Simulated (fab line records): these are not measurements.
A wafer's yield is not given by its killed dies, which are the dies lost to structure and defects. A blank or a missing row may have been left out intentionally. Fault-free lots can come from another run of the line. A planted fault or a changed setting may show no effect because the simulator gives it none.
One fault through the eyes of 2 desks / flow n5_finfet / each desk has only its own numbers; what lay behind them comes last

== THE METROLOGY DESK ==
Lot by lot, what the gauges showed, no matter which tool ran the lot: averages of those sampled wafers that carry a number. Any lot whose mean is over 4 standard deviations away from the usual mean is out of limits and marked OUT; that distance is given in the brackets. Readings shown: 7 of its 10, picked as those furthest out on some lot.
Columns: A = DIBL_N at N5_BEOL_M4_RC_MEAS_101, usual 36.3 mV/V; B = IOFF_P at N5_BEOL_M4_RC_MEAS_101, usual 0.22 nA/um; C = ION_P at N5_BEOL_M4_RC_MEAS_101, usual 466 uA/um; D = SS_N at N5_BEOL_M4_RC_MEAS_101, usual 71.5 mV/dec; E = SS_P at N5_BEOL_M4_RC_MEAS_101, usual 73.2 mV/dec; F = VT_N at N5_BEOL_M4_RC_MEAS_101, usual 249 mV; G = VT_P at N5_BEOL_M4_RC_MEAS_101, usual -248.9 mV
lot=L906; first seen here=day 8 17:39; A=37.6; B=0.22; C=456; D=72.2; E=74.0; F=248; G=-249.7
lot=L905; first seen here=day 8 18:53; A=37.2; B=0.27; C=473; D=71.6; E=73.8; F=247; G=-247.0
lot=L907; first seen here=day 9 08:33; A=36.5; B=0.21; C=465; D=71.9; E=72.3; F=248; G=-250.1
lot=L913; first seen here=day 10 10:16; A=36.7; B=0.19; C=462; D=71.1; E=73.3; F=251; G=-254.2
lot=L925; first seen here=day 13 12:25; A=33.8; B=0.21; C=467; D=70.6; E=72.8; F=249; G=-248.4
lot=L926; first seen here=day 13 19:50; A=34.0; B=0.18; C=464; D=70.8; E=72.6; F=253; G=-251.1
This desk's finding: nothing out of limits on any of the 6 lots.

== THE DEFECT DESK ==
What the inspections along the route counted, lot by lot: means of the sampled wafers that have a number. Any lot whose mean is over 4 standard deviations away from the usual mean is out of limits and marked OUT; that distance is given in the brackets.
Columns: A = raw_defect_count at N5_START_INSPECT_01, usual 5.0
lot=L905; first seen here=day 1 12:02; A=2.0
lot=L906; first seen here=day 1 18:02; A=5.0
lot=L907; first seen here=day 2 00:02; A=3.3
lot=L913; first seen here=day 3 12:02; A=3.7
lot=L925; first seen here=day 6 12:02; A=6.3
lot=L926; first seen here=day 6 18:02; A=7.7
This desk's finding: nothing out of limits on any of the 6 lots.

== ALL TOGETHER ==
The metrology desk saw nothing out of limits.
No out-of-limits result turned up at the defect desk.

== WHAT WAS PUT IN BY THE SIMULATOR ==
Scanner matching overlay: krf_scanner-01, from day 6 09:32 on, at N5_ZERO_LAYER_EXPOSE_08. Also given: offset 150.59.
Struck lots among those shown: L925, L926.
